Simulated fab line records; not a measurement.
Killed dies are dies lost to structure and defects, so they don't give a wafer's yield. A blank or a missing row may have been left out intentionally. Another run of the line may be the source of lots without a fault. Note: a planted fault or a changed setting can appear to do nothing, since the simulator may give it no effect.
A lot that was struck, set against a sound lot || flow n5 finfet || 15 out of 1938 route steps
Sound: wafers L607.3, L607.5, L607.6. Struck: wafers L611.1, L611.3, L611.6. The cause is given at the end.
Per side, at each step with rows, come the tool, then ch with its chambers, and then its first start. Under that, the readings that differ: sound wafers || struck wafers || difference of the means || sigmas: that difference in standard deviations of wafers without a fault.
alike: readings with means less than 2 such deviations apart, plus words and numbers identical on both sides. not compared: withheld readings, readings lacking a value on some wafer, bounds such as >300 that could conceal the same value, and numbers that have no deviation in the record and whose values overlap.
A row with sigmas, a row that says differs or no value, or rows on one side alone: a step with any of these is where the two part. Numbers that have no deviation but don't overlap get no sigmas and don't part them. Lack of a reading on every wafer of one side parts them only where that side has two or more wafers.

first, 8 steps without rows for these wafers: N5_WELL_APT_HMDS_18 (time 60 s); N5_WELL_APT_COAT_19 (resist thk 950 nm); N5_WELL_APT_EBR_21; N5_WELL_APT_SOFTBAKE_20 (time 60 s); N5_WELL_APT_EXPOSE_22 (exposes mask PWELL, defocus 0 nm, target cd 200 nm); N5_WELL_APT_PEB_23 (peb time 90 s); N5_WELL_APT_DEVELOP_24 (develop time 45 s); N5_WELL_APT_HARDBAKE_29 (time 120 s).
N5_WELL_APT_CD_MEAS_25 targets a cd of 200 nm.
  sound on cd sem-01 ch 0, day 2 15:04; struck on cd sem-02 ch 0, day 3 15:15
  alike: cd nm
N5_WELL_APT_OVL_MEAS_26:
  sound on overlay-01 ch 0, day 2 15:05; struck on overlay-02 ch 0, day 3 15:17
  alike: PWELL_OVL
N5_WELL_APT_INSPECT_27: inspects for defects (macro).
  sound: defect inspect-01 at day 2 15:07; struck: defect inspect-02 at day 3 15:19
  alike: raw defect count
N5_WELL_APT_DESCUM_30: chemistry O2, time 7.9 s.
  sound on rie diel-02 ch 0,1,2, day 2 15:09; struck on rie diel-04 ch 0,1,2, day 3 15:53
  alike: bias power w, drypump motor current A, oes product au, rf vpp V, showerhead plenum p Torr, throttle valve pct
  not compared: rf hours counter h
N5_WELL_APT_IMPLANT_31:
  sound on implanter-02 ch 0, day 2 15:19; struck on implanter-02 ch 0, day 3 15:59
{"reading": "dose ions cm2", "sound": "1.497e+13 1.4992e+13 1.4999e+13", "struck": "1.7677e+13 1.7722e+13 1.7697e+13", "difference": "+2.7117e+12", "sigmas": "+99 or more"}
{"reading": "faraday current uA", "sound": "189 191 182", "struck": "223 227 220", "difference": "+36", "sigmas": "+10"}
  alike: beam on s
after that, 1 step had no rows for these wafers: N5_WELL_APT_IMPLANT_32.
N5_PASSIVATION_PROBE_49:
  rows exist in the record for the sound wafers here (prober-02, day 13 11:37), none for the struck ones

## WHERE THEY PART
First at N5_WELL_APT_IMPLANT_31; last, within this record, at N5_PASSIVATION_PROBE_49.

WHY: what had been put in by the simulator
Drift in process parameters on implanter-02 at N5_WELL_APT_IMPLANT_31, starting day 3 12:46. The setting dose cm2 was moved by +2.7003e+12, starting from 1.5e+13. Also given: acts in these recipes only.
